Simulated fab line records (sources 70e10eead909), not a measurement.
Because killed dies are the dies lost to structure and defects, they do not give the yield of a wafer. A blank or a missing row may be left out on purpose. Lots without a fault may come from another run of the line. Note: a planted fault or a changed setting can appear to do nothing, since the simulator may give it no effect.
Chamber matching -- flow nand_harc -- 4 sister chambers for NHARC_P_CONTACT_ALD_22 on ald_metal-02
The step deposits TiN, target thk 3 nm, pulse time 1 s, ald cycles 150. 7 wafers are shown with their chamber, then 7 later ones without.

WAFERS WITH THEIR CHAMBER
wafer,chamber,heater_power_w (W),susceptor_temp_C (C)
L083.3,2,1063,450.22
L083.5,2,1088,450.37
L084.1,1,1049,449.86
L084.2,3,1077,449.60
L084.3,0,1108,449.48
L087.1,3,1048,450.28
L087.2,0,1107,449.67

WAFERS WHOSE CHAMBER IS MISSING
wafer,heater_power_w (W),susceptor_temp_C (C)
L087.6,1118,450.40
L093.3,1073,449.67
L093.5,1036,449.92
L093.6,1103,449.65
L097.1,1032,449.88
L097.3,1121,449.79
L097.4,1110,449.61

WHICH CHAMBER EACH WENT THROUGH
wafer,from the rows above,in truth
L087.6,can't be placed: 2 or 0 or 3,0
L093.3,can't be placed: 3 or 1 or 2 or 0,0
L093.5,can't be placed: 1 or 3 or 2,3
L093.6,0,0
L097.1,can't be placed: 1 or 3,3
L097.3,0,0
L097.4,0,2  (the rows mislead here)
Correct placement for 2 of the 7. Not placeable from these rows: 4 (in 4, the candidates include the true chamber). Placed wrongly: 1.
How it was worked out, from the rows above alone: a wafer's distance from a chamber is the root of the sum, over the readings, of the square of ((its reading less the chamber's mean) divided by the reading's scatter). The wafer belongs to the nearest chamber; if the next one is less than 2 further off, it can't be placed. For every chamber, the mean is computed from those of its wafers that are shown. The scatter is the square root of a quotient: the sum, over the shown wafers, of each reading's squared deviation from its chamber's mean, divided by wafers minus chambers.
